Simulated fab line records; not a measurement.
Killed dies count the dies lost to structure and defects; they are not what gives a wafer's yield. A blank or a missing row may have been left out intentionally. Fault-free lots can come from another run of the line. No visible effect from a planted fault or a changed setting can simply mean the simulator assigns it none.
Which of the tools did it? || flow n5Finfet || 11 lots with 33 wafers sampled at 2 steps, on a route of 1938 steps

== WHAT THE GAUGES READ, wafer by wafer ==
N5_ILD0_INSPECT_06: inspects for defects (darkfield).
{"lot": "L075", "measured": "day 4 01:24", "on": "defectInspect-01", "rawDefectCount": "34 22 18"}
{"lot": "L077", "measured": "day 4 15:40", "on": "defectInspect-01", "rawDefectCount": "42 35 71"}
{"lot": "L081", "measured": "day 5 23:10", "on": "defectInspect-02", "rawDefectCount": "19 35 19"}
{"lot": "L083", "measured": "day 6 03:50", "on": "defectInspect-02", "rawDefectCount": "35 35 22"}
{"lot": "L085", "measured": "day 6 19:04", "on": "defectInspect-01", "rawDefectCount": "62 33 27"}
{"lot": "L087", "measured": "day 7 06:11", "on": "defectInspect-01", "rawDefectCount": "34 61 35"}
{"lot": "L089", "measured": "day 7 14:51", "on": "defectInspect-02", "rawDefectCount": "34 39 57"}
{"lot": "L091", "measured": "day 7 23:23", "on": "defectInspect-02", "rawDefectCount": "62 50 67"}
{"lot": "L093", "measured": "day 8 12:28", "on": "defectInspect-02", "rawDefectCount": "50 36 74"}
{"lot": "L095", "measured": "day 9 00:01", "on": "defectInspect-01", "rawDefectCount": "25 49 51"}
{"lot": "L097", "measured": "day 9 14:56", "on": "defectInspect-01", "rawDefectCount": "53 31 52"}

== WHICH TOOL RAN EACH LOT (tool, then ch and the chambers of the sampled wafers, then the start) ==
{"lot": "L075", "N5_SD_EPI_P_ETCH_37": "rieDiel-06 ch 1,2,3, day 3 14:32"}
{"lot": "L077", "N5_SD_EPI_P_ETCH_37": "rieDiel-02 ch 0,2,3, day 4 03:53"}
{"lot": "L081", "N5_SD_EPI_P_ETCH_37": "rieDiel-06 ch 0,1, day 5 11:40"}
{"lot": "L083", "N5_SD_EPI_P_ETCH_37": "rieDiel-04 ch 0,1,3, day 5 15:52"}
{"lot": "L085", "N5_SD_EPI_P_ETCH_37": "rieDiel-02 ch 0,1,2, day 6 07:28"}
{"lot": "L087", "N5_SD_EPI_P_ETCH_37": "rieDiel-06 ch 1,2,3, day 6 19:11"}
{"lot": "L089", "N5_SD_EPI_P_ETCH_37": "rieDiel-02 ch 0,3, day 7 04:08"}
{"lot": "L091", "N5_SD_EPI_P_ETCH_37": "rieDiel-02 ch 0,2,3, day 7 12:43"}
{"lot": "L093", "N5_SD_EPI_P_ETCH_37": "rieDiel-06 ch 1,3, day 8 01:28"}
{"lot": "L095", "N5_SD_EPI_P_ETCH_37": "rieDiel-06 ch 0,1, day 8 13:06"}
{"lot": "L097", "N5_SD_EPI_P_ETCH_37": "rieDiel-06 ch 2,3, day 9 03:44"}
- N5_SD_EPI_P_ETCH_37: etches SOC in N2/H2, overetch 108 nm, time 486 s.

== THE ANSWER, worked out from the rows above alone ==
Rule: usual is defined by the lots themselves. Put in order of their means at a reading, lots are off if they are a third of the lots or fewer, leave a main group of 4 or more, and stand apart from it by a gap of 3 or more times the standard deviation of the main group's means; of several such gaps the widest counts. If all means in a main group match to the digits the tables above print for the reading, that group is not used. A lot without any number at a reading at which 4 lots or more have one is off too. The other lots that the step has rows for count as sound.
Nothing can be told from this: no lot is off at any reading shown.

== WHAT WAS PUT IN BY THE SIMULATOR ==
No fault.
